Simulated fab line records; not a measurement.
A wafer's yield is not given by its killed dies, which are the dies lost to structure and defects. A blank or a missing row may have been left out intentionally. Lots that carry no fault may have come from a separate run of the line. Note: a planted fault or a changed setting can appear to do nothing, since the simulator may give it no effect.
Chamber matching -- flow n5Finfet -- rieDiel-04 running N5_PASSIVATION_DESCUM_12: 4 sister chambers
The step chemistry O2, time 7.9 s. 4 wafers are shown with their chamber, then 7 later ones without.

WAFERS, EACH WITH ITS CHAMBER
wafer,chamber,showerheadPlenumPTorr (Torr)
L710.4,0,2.01
L715.2,1,2.02
L715.6,3,2.22
L718.1,2,1.97

WAFERS WITHOUT THEIR CHAMBER
wafer,showerheadPlenumPTorr (Torr)
L718.2,2.22
L718.6,2.22
L722.5,2.02
L722.6,2.00
L723.2,1.97
L723.3,2.00
L723.4,2.21

THE CHAMBER EACH PASSED THROUGH
wafer,from the rows above,in truth
L718.2,3,3
L718.6,3,3
L722.5,can't be placed: 1 or 0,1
L722.6,can't be placed: 0 or 1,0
L723.2,2,2
L723.3,can't be placed: 0 or 1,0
L723.4,3,3
Correct placement for 4 of the 7. Unplaceable from these rows: 3, with the true chamber sitting among the candidates in 3. Number placed wrongly: 0.
How it was worked out, from the rows above alone: a wafer's distance from a chamber is the root of the sum, over the readings, of the square of ((its reading less the chamber's mean) divided by the reading's scatter). If the next closest chamber is less than 2 further off than the closest, the wafer can't be placed; otherwise it belongs to the closest. The mean given for a chamber averages the wafers shown for that chamber. The scatter: root of mean squared gap, hidden wafer to nearest shown wafer, with one shown wafer a chamber.
